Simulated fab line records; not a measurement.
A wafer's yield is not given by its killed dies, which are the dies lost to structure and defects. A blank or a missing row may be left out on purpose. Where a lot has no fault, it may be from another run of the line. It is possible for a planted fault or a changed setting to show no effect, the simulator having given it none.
Split-lot trial | flow n5 finfet | 7 lots, 21 wafers read, on a route of 1938 steps

## ABOUT THE SPLIT
At N5_BEOL_M7_TRENCH_ETCH_37 (etches SiCOH lowk in C4F6/O2, target depth 93.478 nm, time 31.2 s), the setting bias w was moved away from the recipe's 185 W on 8 of the 21 wafers read, by -17.1% to +8.8%. All remaining wafers had this setting at the recipe value.

## FROM THE SPLIT TO THE READING: what the file shows between them, 2 steps
- N5_BEOL_M7_ETCH_41: etches SiCN in CH3F/O2, target depth 31.9 nm, time 57.8 s
- N5_BEOL_M7_STRIP_80: strips in N2/H2, time 10 s

## THE READING
trench depth nm, in nm, at N5_BEOL_M7_OCD_MEAS_38. A value of 93.9 nm with a standard deviation of 1.5 nm is what fault-free wafers of this fab line usually give.

wafer  | tool, chamber at the split | bias w as run, W | against the recipe | trench depth nm, nm | against lot-mates on the recipe
L079.1 | rie diel-03, 2             | 201.3            | +8.8%              | 95.0                | no lot-mate on the recipe
L079.3 | rie diel-03, 3             | 201.3            | +8.8%              | 95.5                | no lot-mate on the recipe
L079.4 | rie diel-03, 1             | 201.3            | +8.8%              | 97.0                | no lot-mate on the recipe
L078.1 | rie diel-03, 1             | 185              | recipe             | 93.5                | -
L078.2 | rie diel-03, 0             | 185              | recipe             | 91.7                | -
L078.3 | rie diel-03, 2             | 185              | recipe             | 91.5                | -
L081.2 | rie diel-01, 0             | 185              | recipe             | 95.8                | -
L081.5 | rie diel-01, 2             | 172.3            | -6.9%              | 90.3                | -5.5
L081.6 | rie diel-01, 3             | 172.3            | -6.9%              | 92.9                | -2.9
L085.2 | rie diel-03, 1             | 156              | -15.7%             | 89.2                | -5.0
L085.4 | rie diel-03, 1             | 185              | recipe             | 95.0                | -
L085.6 | rie diel-03, 0             | 185              | recipe             | 93.4                | -
L087.1 | rie diel-01, 3             | 153.4            | -17.1%             | 91.7                | -4.9
L087.2 | rie diel-01, 1             | 185              | recipe             | 96.8                | -
L087.4 | rie diel-01, 0             | 185              | recipe             | 96.4                | -
L091.1 | rie diel-05, 0             | 185              | recipe             | 94.2                | -
L091.2 | rie diel-05, 3             | 185              | recipe             | 93.9                | -
L091.4 | rie diel-05, 1             | 176              | -4.9%              | 93.6                | -0.5
L097.1 | rie diel-05, 1             | 185              | recipe             | 95.3                | -
L097.2 | rie diel-05, 2             | 185              | recipe             | 93.2                | -
L097.4 | rie diel-05, 0             | 185              | recipe             | 94.9                | -

FIT RESULTS
A straight line over all 21 wafers: trench depth nm changes by +0.226 nm for each +1% of bias w; r = +0.70; the points scatter about the line by 1.5 nm.
The same after taking each lot's own level away (the mean of its wafers on the recipe; 18 wafers): +0.331 nm for each +1%; r = +0.86; scatter 1.1 nm.
Per that fit: largest bias w move, reading shift of 5.7 nm.
The lots' own levels span 92.23 to 96.60 nm, that is 2.9 times the standard deviation above.
So the lot-to-lot level blurs the effect unless lot-mates are compared.
Check: for one of the wafers moved furthest among these (-17.1%), held out of the fit, the line's prediction against its lot-mates is -6.46 nm. Against them it came out at -4.9 nm.
Tool readings at the split's step, against how far the setting was moved: rf vpp V r = +0.99.

## FURTHER SPLITS ON THESE WAFERS
Other splits were also applied to these wafers ahead of the reading. Each is held against what the fit with the lots' levels taken away leaves over:
other split on the same wafers   | wafers away from the commonest value | r with trench depth nm (lot level and that fit taken away)
N5_BEOL_M4_ILD_DEP_00 time s     | 6                                    | -0.03
N5_BEOL_M4_TRENCH_ETCH_37 bias w | 9                                    | +0.19
N5_BEOL_M5_ILD_DEP_00 time s     | 6                                    | +0.29
N5_BEOL_M7_ILD_DEP_00 time s     | 7                                    | -0.15

## THE WHOLE CHAIN: every reading that the file lists as answering this split, in the file's order
step                      | what it does                                                      | reading         | change (the file's fit)               | r (the file's)
N5_BEOL_M7_TRENCH_ETCH_37 | etches SiCOH lowk in C4F6/O2, target depth 93.478 nm, time 31.2 s | rf vpp V        | +5.52 V for each +1% of the setting   | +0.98
N5_BEOL_M7_OCD_MEAS_38    |                                                                   | trench depth nm | +0.317 nm for each +1% of the setting | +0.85

## THE FILE'S OWN FIT
trench depth nm changes by +0.317 nm for each +1% of bias w, r = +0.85.
